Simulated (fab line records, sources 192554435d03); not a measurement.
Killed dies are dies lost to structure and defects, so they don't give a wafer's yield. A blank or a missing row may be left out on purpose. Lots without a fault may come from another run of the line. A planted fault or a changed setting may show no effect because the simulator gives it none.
fab line records | flow n5_finfet
record lots=12 wafers=35 last_day=17
route steps=1938 shown BEOL_M7@1325 BEOL_M8@1342 PASSIVATION@1936
lots that met no fault: from a run of the same line without faults
start_h: hours from the record's first day to the start of the lot's first wafer shown | wait_h: hours since the lot's step before | " the same as in the row above | L1.1+2: a row that stands for several wafers | - no value, or no start given | * or withheld: withheld | < > ~ a bound
route shown NAME@n: a module of which the file shows steps, and the number in the route of the first | usual: mean/standard deviation of fault-free wafers | same: alike in all rows | chamber/n: place in a boat | sites: the reading at each site | _std_site: their standard deviation | _edge_site: outer sites' mean less inner sites' | radius_mm: how far each site lies from the wafer's centre | mask NAME#n: copy n | behind: the tool/chamber that last shaped the wafer | hold: why the lot was held/for how many hours/how that ended | device: the transistor (n, p or np) that didn't switch | end of line: the same wafers' tests at the end of the route | a step without rows: its recipe alone | killed: dies lost to structure and defects at the first sort, not the wafer's yield | map: a wafer's dies, x killed, . not, _ none there
set.NAME: the setting as run; set.NAME@STEP: as run at that earlier step | model.NAME: the simulator's own value behind a step, which no gauge read
steps of the route over a sample of lots; a table a step, a row a wafer
services: from which hour (start_h, from the record's first day; less than 0 if before it) a tool's chamber was out of use, for how many hours, and why
## steps
# step N5_BEOL_M7_ANNEAL_51
# recipe temp_c=225 time_s=90 ambient=N2
# usual wafer_temp_C_max=226.2/0.5
# columns lot.wafer tool chamber start_h wait_h wafer_temp_C_max
L289.1 rtp_anneal-02 0 208.45 0.2 226.4
L289.5 " 0 " " 226.5
L289.6 " 0 " " 226.9
L290.2 rtp_anneal-01 0 228.86 0.2 226.0
L290.5 " 0 " " 225.8
L290.6 " 0 " " 226.0
L291.4 rtp_anneal-01 0 231.75 0.6 225.7
L291.5 " 0 " " 225.6
L291.6 " 0 " " 225.8
L292.1 rtp_anneal-01 0 235.14 0.1 225.7
L292.3 " 0 " " 225.7
L292.6 " 0 " " 225.9
L294.1 rtp_anneal-01 0 238.69 0.1 225.8
L294.3 " 0 " " 226.0
L294.4 " 0 " " 226.0
L293.4 rtp_anneal-01 0 240.05 0.2 226.0
L293.5 " 0 " " 225.6
L293.6 " 0 " " 225.9
L295.3 rtp_anneal-01 0 242.89 0.1 225.7
L295.4 " 0 " " 225.7
L295.5 " 0 " " 225.8
L296.2 rtp_anneal-02 0 244.60 0.2 226.9
L296.3 " 0 " " 227.0
L296.5 " 0 " " 227.0
L299.1 rtp_anneal-01 0 279.17 0.1 225.8
L299.4 " 0 " " 225.6
L299.6 " 0 " " 225.4
L302.1 rtp_anneal-02 0 293.31 0.3 226.7
L302.2 " 0 " " 226.4
L302.4 " 0 " " 226.2
L303.3 rtp_anneal-01 0 294.54 0.6 225.8
L303.5 " 0 " " 225.8
L306.2 rtp_anneal-02 0 320.51 0.7 226.6
L306.3 " 0 " " 226.5
L306.4 " 0 " " 226.7
# step N5_BEOL_M8_EXPOSE_08
# recipe mask_id=M8 na=1.35 source_shape=dipole sigma_inner=0.817 sigma_outer=0.97 polarization=te dose_mj=68.25
# usual stage_vel_mm_s=499.99/0.27
# same dipole_opening_deg=35
# columns lot.wafer tool chamber start_h wait_h mask stage_vel_mm_s
L289.1 arfi_scanner-01 0 212.21 - M8#0 499.64
L289.5 " 0 " " M8#0 499.67
L289.6 " 0 " " M8#0 499.81
L290.2 arfi_scanner-02 0 230.96 - M8#0 499.64
L290.5 " 0 " " M8#0 499.82
L290.6 " 0 " " M8#0 499.65
L291.4 arfi_scanner-02 0 234.01 - M8#0 500.34
L291.5 " 0 " " M8#0 499.95
L291.6 " 0 " " M8#0 500.01
L292.1 arfi_scanner-02 0 238.31 - M8#0 499.70
L292.3 " 0 " " M8#0 499.73
L292.6 " 0 " " M8#0 499.59
L294.1 arfi_scanner-01 0 241.86 - M8#0 500.03
L294.3 " 0 " " M8#0 500.36
L294.4 " 0 " " M8#0 500.16
L293.4 arfi_scanner-01 0 242.15 - M8#0 500.05
L293.5 " 0 " " M8#0 500.18
L293.6 " 0 " " M8#0 500.17
L295.3 arfi_scanner-02 0 245.32 - M8#0 499.87
L295.4 " 0 " " M8#0 500.08
L295.5 " 0 " " M8#0 499.99
L296.2 arfi_scanner-01 0 247.32 - M8#0 499.81
L296.3 " 0 " " M8#0 500.16
L296.5 " 0 " " M8#0 499.99
L299.1 arfi_scanner-03 0 283.05 - M8#0 499.94
L299.4 " 0 " " M8#0 500.44
L299.6 " 0 " " M8#0 500.49
L302.1 arfi_scanner-03 0 296.43 - M8#0 499.68
L302.2 " 0 " " M8#0 499.89
L302.4 " 0 " " M8#0 499.54
L303.3 arfi_scanner-03 0 296.71 - M8#0 500.17
L303.5 " 0 " " M8#0 500.12
L306.2 arfi_scanner-01 0 322.93 - M8#0 499.82
L306.3 " 0 " " M8#0 499.54
L306.4 " 0 " " M8#0 499.66
# step N5_BEOL_M8_CD_MEAS_11
# recipe target_cd_nm=38.5 landing_energy_ev=500 detector=se_inlens polarity=opening
# usual cd_nm=38.4/0.57
# columns lot.wafer tool chamber start_h wait_h cd_nm
L289.1 cd_sem-02 0 212.34 - 39.1
L289.5 " 0 " " 39.0
L289.6 " 0 " " 38.0
L290.2 cd_sem-02 0 231.08 - 38.1
L290.5 " 0 " " 37.7
L290.6 " 0 " " 38.2
L291.4 cd_sem-02 0 234.13 - 38.5
L291.5 " 0 " " 38.7
L291.6 " 0 " " 38.1
L292.1 cd_sem-02 0 238.44 - 38.6
L292.3 " 0 " " 37.6
L292.6 " 0 " " 38.1
L294.1 cd_sem-02 0 241.99 - 39.4
L294.3 " 0 " " 39.0
L294.4 " 0 " " 38.1
L293.4 cd_sem-02 0 242.27 - 37.8
L293.5 " 0 " " 37.6
L293.6 " 0 " " 38.7
L295.3 cd_sem-02 0 245.44 - 38.3
L295.4 " 0 " " 37.2
L295.5 " 0 " " 37.9
L296.2 cd_sem-02 0 247.45 - 38.4
L296.3 " 0 " " 39.3
L296.5 " 0 " " 38.2
L299.1 cd_sem-01 0 283.18 - 38.8
L299.4 " 0 " " 37.7
L299.6 " 0 " " 39.3
L302.1 cd_sem-02 0 296.55 - 39.0
L302.2 " 0 " " 38.7
L302.4 " 0 " " 39.3
L303.3 cd_sem-02 0 296.83 - 38.4
L303.5 " 0 " " 39.1
L306.2 cd_sem-01 0 323.05 - 38.1
L306.3 " 0 " " 39.2
L306.4 " 0 " " 39.3
# step N5_BEOL_M8_OVL_MEAS_12
# recipe points_per_wafer=44
# usual M8_OVL=0.3/0.75
# columns lot.wafer tool chamber start_h wait_h M8_OVL[nm]
L289.1 overlay-02 0 212.37 0.0 -0.2
L289.5 " 0 " " 0.5
L289.6 " 0 " " -0.3
L290.2 overlay-02 0 231.11 0.0 0.1
L290.5 " 0 " " 0.2
L290.6 " 0 " " -0.1
L291.4 overlay-02 0 234.16 0.0 0.5
L291.5 " 0 " " 0.6
L291.6 " 0 " " 0.9
L292.1 overlay-02 0 238.47 0.0 10.6
L292.3 " 0 " " 11.0
L292.6 " 0 " " 12.2
L294.1 overlay-02 0 242.02 0.0 0.1
L294.3 " 0 " " 0.3
L294.4 " 0 " " 1.1
L293.4 overlay-02 0 242.29 0.0 -0.1
L293.5 " 0 " " 0.3
L293.6 " 0 " " 0.9
L295.3 overlay-02 0 245.47 0.0 12.0
L295.4 " 0 " " 11.9
L295.5 " 0 " " 11.9
L296.2 overlay-02 0 247.51 0.1 -1.1
L296.3 " 0 " " -0.7
L296.5 " 0 " " -1.6
L299.1 overlay-02 0 283.21 0.0 0.9
L299.4 " 0 " " -0.3
L299.6 " 0 " " -0.1
L302.1 overlay-02 0 296.58 0.0 -0.1
L302.2 " 0 " " 0.8
L302.4 " 0 " " 0.7
L303.3 overlay-02 0 296.86 0.0 -1.0
L303.5 " 0 " " 0.6
L306.2 overlay-02 0 323.08 0.0 0.9
L306.3 " 0 " " -0.1
L306.4 " 0 " " -0.1
# step N5_BEOL_M8_CD_MEAS_18
# recipe pitch_nm=80 target_cd_nm=40
# usual cd_nm=39.8/0.71
# columns lot.wafer tool chamber start_h wait_h cd_nm
L289.1 cd_sem-01 - 212.89 0.0 40.0
L289.5 " - " " 40.0
L289.6 " - " " 38.9
L290.2 cd_sem-01 - 231.67 0.1 39.3
L290.5 " - " " 39.8
L290.6 " - " " 39.7
L291.4 cd_sem-02 - 234.73 0.1 39.9
L291.5 " - " " 40.7
L291.6 " - " " 39.5
L292.1 cd_sem-01 - 239.29 0.1 40.7
L292.3 " - " " 38.7
L292.6 " - " " 40.3
L294.1 cd_sem-02 - 242.60 0.0 41.7
L294.3 " - " " 40.3
L294.4 " - " " 39.8
L293.4 cd_sem-01 - 242.97 0.1 39.6
L293.5 " - " " 39.4
L293.6 " - " " 40.3
L295.3 cd_sem-01 - 246.34 0.1 39.5
L295.4 " - " " 39.0
L295.5 " - " " 39.7
L296.2 cd_sem-02 - 248.03 0.1 39.6
L296.3 " - " " 40.9
L296.5 " - " " 39.7
L299.1 cd_sem-01 - 283.77 0.0 40.2
L299.4 " - " " 39.5
L299.6 " - " " 40.7
L302.1 cd_sem-01 - 297.39 0.0 41.0
L302.2 " - " " 40.2
L302.4 " - " " 40.9
L303.3 cd_sem-01 - 297.84 0.1 39.7
L303.5 " - " " 39.6
L306.2 cd_sem-01 - 323.69 0.1 38.8
L306.3 " - " " 40.1
L306.4 " - " " 39.9
# step N5_PASSIVATION_PROBE_49
# usual defect_limited_yield=91.3/1.4 killed_at_M0_to_M3=36/10 killed_at_M4_up=13/5.4 killed_at_contacts=12/5.3 killed_at_front_end=39/10 killed_at_other=3.2/2.7 killed_dies=103/16 killed_open=68/13 killed_short=33/6.6 sort_bin_5_function=5.1/0.92 sort_bin_6_memory=3.3/0.68 sort_bin_8_speed=0.1/0.41 sort_n_pass=1077/17 sort_yield_pct=91.2/1.4
# same gross_dies=1180 killed_at_back_side=0 sort_bin_4_leakage[%]=0
# columns lot.wafer tool chamber start_h wait_h defect_limited_yield[%] killed_at_M0_to_M3 killed_at_M4_up killed_at_contacts killed_at_front_end killed_at_other killed_dies killed_open killed_short sort_bin_5_function[%] sort_bin_6_memory[%] sort_bin_8_speed[%] sort_n_pass sort_yield_pct[%]
L295.3 prober-01 - 325.48 0.1 90.2 53 16 9 37 1 116 66 47 6.1 3.4 0.1 1064 90.2
L295.4 prober-01 - 325.53 0.2 92.0 47 6 6 30 5 94 56 37 4.6 3.1 0 1086 92.0
L295.5 prober-01 - 325.58 0.2 90.4 51 18 13 23 8 113 77 34 5.8 3.7 0 1067 90.4
# killed by level:class
L295.3 BEOL_M0_SAQP:geometric_particle:open=12 BEOL_M0_SAQP:geometric_particle:short=11 BEOL_M4:geometric_particle:open=8 ILD0:geometric_particle:short=7 MOL_CONTACT_COAG:geometric_particle:open=7 BEOL_M1:geometric_particle:open=7 FIN_SAQP:geometric_particle:open=6 GATE_CUT:geometric_particle:short=5
L295.4 BEOL_M1:geometric_particle:open=13 BEOL_M0_SAQP:geometric_particle:short=10 FIN_SAQP:geometric_particle:short=8 BEOL_M0_SAQP:geometric_particle:open=8 FIN_SAQP:geometric_particle:open=7 BEOL_M3:geometric_particle:open=7 GATE_CUT:geometric_particle:short=5 MOL_CONTACT_COAG:geometric_particle:open=5
L295.5 MOL_CONTACT_COAG:geometric_particle:open=10 BEOL_M0_SAQP:geometric_particle:open=9 BEOL_M3:geometric_particle:open=9 BEOL_M0_SAQP:geometric_particle:short=8 BEOL_M1:geometric_particle:open=8 FIN_SAQP:geometric_particle:open=6 BEOL_M4:geometric_particle:open=6 BEOL_M0:geometric_particle:short=5
## services
# columns tool chamber start_h hours kind
arfi_scanner-03 0 185.33 - calibration
arfi_scanner-02 - 192.13 1.1 repair
arfi_scanner-02 - 200.30 3.9 pm
arfi_scanner-03 - 213.61 0.5 repair
arfi_scanner-03 - 214.87 0.9 repair
arfi_scanner-01 - 219.01 0.9 repair
arfi_scanner-02 - 222.79 1.3 pm
arfi_scanner-03 - 234.00 1.0 pm
arfi_scanner-01 - 258.45 1.0 pm
arfi_scanner-02 - 267.36 1.5 repair
arfi_scanner-01 - 272.43 1.3 pm
arfi_scanner-02 - 277.08 4.9 pm
arfi_scanner-01 - 280.82 1.0 pm
arfi_scanner-02 0 283.39 - calibration
arfi_scanner-01 - 296.93 0.8 pm
arfi_scanner-03 - 301.19 1.3 pm
## key
first_sign step=N5_BEOL_M8_OVL_MEAS_12 reading=M8_OVL direction=up sigmas=15 usual=0.3 struck=11.6
effect none on later readings
met_at N5_BEOL_M8_EXPOSE_08
struck_lots L292,L295
not_acting_at N5_BEOL_M7_ANNEAL_51,N5_BEOL_M8_CD_MEAS_11,N5_BEOL_M8_CD_MEAS_18
onset_between 234.01 238.31
fault kind=scanner_matching_overlay tool=arfi_scanner-02 chamber=- onset_h=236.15 steps=N5_BEOL_M8_EXPOSE_08 offset=11.712
